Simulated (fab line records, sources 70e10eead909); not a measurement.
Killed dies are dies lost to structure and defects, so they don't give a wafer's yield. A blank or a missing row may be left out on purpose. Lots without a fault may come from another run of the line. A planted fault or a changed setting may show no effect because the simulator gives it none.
Problem report in the 8D (eight disciplines) form, filled by code | flow nand_harc | the parts of the form that need people (team, actions taken, sign-off) are left out

1. THE PROBLEM
cd_nm at NHARC_THIN_TSV_CD_MEAS_37 reads a mean of 4976.2 nm on 2 wafers of 1 lot; wafers without a fault read 5001.5 nm with a standard deviation of 2.1. That is -12 standard deviations from the usual mean.
First seen on wafer L261.4, day 32 12:19, on cd_sem-02. The record holds 36 wafers of 12 lots with a number at this step. Rule for "out", or "out of limits": more than 4 standard deviations from the usual mean. The other wafers with a number count as sound.

2. WHAT IT IS AND WHAT IT IS NOT
question                    | is                | is not
which readings at this step | cd_nm             | -
which lots                  | L261              | L242, L244, L246, L247, L248, L249, L252, L254, L258, L263, L264
which wafers of those lots  | L261.4, L261.5    | L261.6
read on which gauges        | cd_sem-02         | cd_sem-01, cd_sem-03
when                        | from day 32 12:19 | up to then (28 sound wafers); but 6 sound wafers of L263, L264 came after

3. SUSPECTS, AND WHAT RULES EACH OUT
Counting: a tool at a process step up to the reading stays a suspect if it ran every lot that is out. Sound lots after the first of them don't rule it out here, since some wafers of a struck lot are sound.
- the gauge at NHARC_THIN_TSV_CD_MEAS_37: ruled out. All the wafers that are out were read on cd_sem-02, but those of them that NHARC_THIN_TSV_ETCH_59 has rows for are out there too, on other tools.
- rie_si-06 at NHARC_THIN_TSV_ETCH_15 (target depth 3000 nm, bosch target overetch cycles 2, bosch etch step 2.8 s): kept. It ran the lot that is out, L261 (day 32 05:48); its last sound lot up to then is L252 (day 27 12:40).
- pvd_sputter-02 at NHARC_THIN_TSV_PRE_CLEAN_50 (time 30 s): kept. It ran the lot that is out, L261 (day 32 11:14); its last sound lot up to then is L252 (day 27 17:55). NHARC_THIN_TSV_PRE_CLEAN_50 gives no start for some lots, so the hours and the order of its lots are those of NHARC_THIN_TSV_ETCH_59.
- rie_metal-03 at NHARC_THIN_TSV_ETCH_59 (etches the open film in Cl2/BCl3, target depth 880 nm, time 138.1 s): kept. It ran the lot that is out, L261 (day 32 11:14); its last sound lot up to then is L254 (day 28 06:02). Its own readings are out on those wafers: oes_product_au.
- rie_metal-03 at NHARC_THIN_TSV_ETCH_36 (etches the open film in Cl2/BCl3, target depth 65 nm, time 18.571 s): kept. It ran the lot that is out, L261 (day 32 11:26); its last sound lot up to then is L254 (day 28 06:14).
- Within rie_si-06 at NHARC_THIN_TSV_ETCH_15: the wafers that are out ran in chamber 1; their sound lot-mates ran in chamber 0.
- Within rie_metal-03 at NHARC_THIN_TSV_ETCH_36: the wafers that are out ran in chamber 0; their sound lot-mates ran in chamber 1.
Left after counting: rie_si-06 at NHARC_THIN_TSV_ETCH_15, pvd_sputter-02 at NHARC_THIN_TSV_PRE_CLEAN_50, rie_metal-03 at NHARC_THIN_TSV_ETCH_59, rie_metal-03 at NHARC_THIN_TSV_ETCH_36.

4. THE CAUSE (what the simulator had put in)
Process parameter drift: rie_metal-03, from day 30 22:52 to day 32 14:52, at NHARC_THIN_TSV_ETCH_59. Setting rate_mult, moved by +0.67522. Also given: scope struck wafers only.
Counting left 4 suspects, and this tool is among them.

5. THE CHAIN OF EFFECTS, in route order
Each row: a reading whose mean over the struck wafers that have a number lies more than 3 standard deviations from the usual. Only readings for which the record gives a usual standard deviation are gone through. hours: the time from each lot's start at the first step in this table that gives one to its start at this step, as a median over the lots. sigmas: the change in usual standard deviations.
hours | step                      | reading        | usual      | on struck wafers | change | sigmas
0     | NHARC_THIN_TSV_ETCH_59    | oes_product_au | 0.998 a.u. | 1.407            | +0.409 | +58
1     | NHARC_THIN_TSV_CD_MEAS_37 | cd_nm          | 5001.5 nm  | 4976.2           | -25.3  | -12
The process steps in it:
- NHARC_THIN_TSV_ETCH_59: etches the open film in Cl2/BCl3, target depth 880 nm, time 138.1 s.
Later measuring or inspecting steps at which every struck wafer that the step has a row for has a number for every such reading, and none has moved that far: NHARC_END_SORT_01.

6. WHAT WOULD HAVE CAUGHT IT SOONER
In this record the first reading out of limits at a measuring or inspecting step was taken at day 32 12:19, 37 hours after the fault began at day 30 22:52.
The tool's own readings at NHARC_THIN_TSV_ETCH_59 were out on every struck wafer that the step has a row for (oes_product_au): an alarm limit on them would have fired on the first of those.
All the lots that are out (1) had begun NHARC_THIN_TSV_ETCH_59 on rie_metal-03 by day 32 12:19. A hold on the tool at that time would have spared none of them.
